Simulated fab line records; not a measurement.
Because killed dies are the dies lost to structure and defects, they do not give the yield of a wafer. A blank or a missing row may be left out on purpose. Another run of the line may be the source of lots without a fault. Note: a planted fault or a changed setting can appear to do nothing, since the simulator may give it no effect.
Which tool is to blame? -- flow n5Finfet -- 30 wafers from 10 lots sampled at 5 of the route's 1938 steps

== WHAT THE GAUGES READ, wafer by wafer ==
N5_BEOL_M4_RC_MEAS_101.
lot,measured,on,DIBL_N (mV/V)
L152,day 8 03:00,prober-02,38.5 37.3 37.8
L154,day 8 05:42,prober-02,36.4 37.6 36.8
L155,day 8 12:34,prober-02,36.4 36.8 34.2
L156,day 8 16:02,prober-01,35.9 39.0 37.4
L161,day 10 10:47,prober-02,35.5 34.9 36.8
L170,day 12 05:59,prober-02,40.7 37.8 38.3
L171,day 13 04:40,prober-02,35.7 36.4 36.1
L172,day 13 07:33,prober-02,36.0 36.4 36.4
L174,day 13 08:16,prober-01,36.9 40.8 38.4
L175,day 13 09:50,prober-02,34.1 37.0 35.6

== EACH LOT AND THE TOOL THAT RAN IT (in order: tool; ch and the chambers of the sampled wafers; start) ==
lot,N5_BEOL_M1_CVD_47,N5_BEOL_M1_SPUTTER_81,N5_BEOL_M1_SPUTTER_88,N5_BEOL_M1_ANNEAL_89
L152,"cvdCo-02 ch 0,1,2, day 6 12:05","pvdSputter-01, day 6 12:43","pvdSputter-01, day 6 13:10","pvdSputter-01, day 6 13:14"
L154,"cvdCo-02 ch 1,2, day 6 12:13","pvdSputter-03, day 6 12:51","pvdSputter-03, day 6 13:17","pvdSputter-03, day 6 13:22"
L155,"cvdCo-02 ch 0,2, day 7 01:28","pvdSputter-03, day 7 02:05","pvdSputter-03, day 7 02:32","pvdSputter-03, day 7 02:37"
L156,"cvdCo-02 ch 1,2, day 7 08:10","pvdSputter-03, day 7 08:50","pvdSputter-03, day 7 09:16","pvdSputter-03, day 7 09:21"
L161,"cvdCo-02 ch 1,2, day 8 12:50","pvdSputter-02, day 8 14:19","pvdSputter-02, day 8 14:46","pvdSputter-02, day 8 14:50"
L170,"cvdCo-01 ch 0,2, day 10 20:17","pvdSputter-01, day 10 21:02","pvdSputter-01, day 10 21:28","pvdSputter-01, day 10 21:33"
L171,"cvdCo-01 ch 0,1,2, day 11 15:07","pvdSputter-03, day 11 15:43","pvdSputter-03, day 11 16:09","pvdSputter-03, day 11 16:14"
L172,"cvdCo-02 ch 0,1,2, day 11 20:56","pvdSputter-03, day 11 21:37","pvdSputter-03, day 11 22:04","pvdSputter-03, day 11 22:08"
L174,"cvdCo-02 ch 1,2, day 11 22:04","pvdSputter-02, day 11 22:59","pvdSputter-02, day 11 23:26","pvdSputter-02, day 11 23:31"
L175,"cvdCo-01 ch 0,1, day 12 00:27","pvdSputter-02, day 12 01:19","pvdSputter-02, day 12 01:45","pvdSputter-02, day 12 01:50"
- N5_BEOL_M1_CVD_47: deposits Co from CCTBA/H2, target thk 3 nm, time 223.8 s.
- N5_BEOL_M1_SPUTTER_81: material Cu, target thk 4.5 nm, time 8.29 s.
- N5_BEOL_M1_SPUTTER_88: material Cu, target thk 4.5 nm, time 8.29 s.
- N5_BEOL_M1_ANNEAL_89: time 240 s.

== THE ANSWER, worked out from the rows above alone ==
Rule: usual is defined by the lots themselves. The widest of any qualifying gaps counts: lots, ordered by their means at a reading, are off when they make up no more than a third of the lots, leave a main group of 4 or more, and stand apart from it by 3 or more times the standard deviation of that group's means. The tables above print the reading to a certain number of digits; a main group whose means all agree to those digits is not used. A lot without any number at a reading at which 4 lots or more have one is off too. Where the step has rows for the other lots, those lots are counted as sound.
Across all readings shown, no lot is off: no conclusion can be drawn from this.

== WHAT THE SIMULATOR PUT IN ==
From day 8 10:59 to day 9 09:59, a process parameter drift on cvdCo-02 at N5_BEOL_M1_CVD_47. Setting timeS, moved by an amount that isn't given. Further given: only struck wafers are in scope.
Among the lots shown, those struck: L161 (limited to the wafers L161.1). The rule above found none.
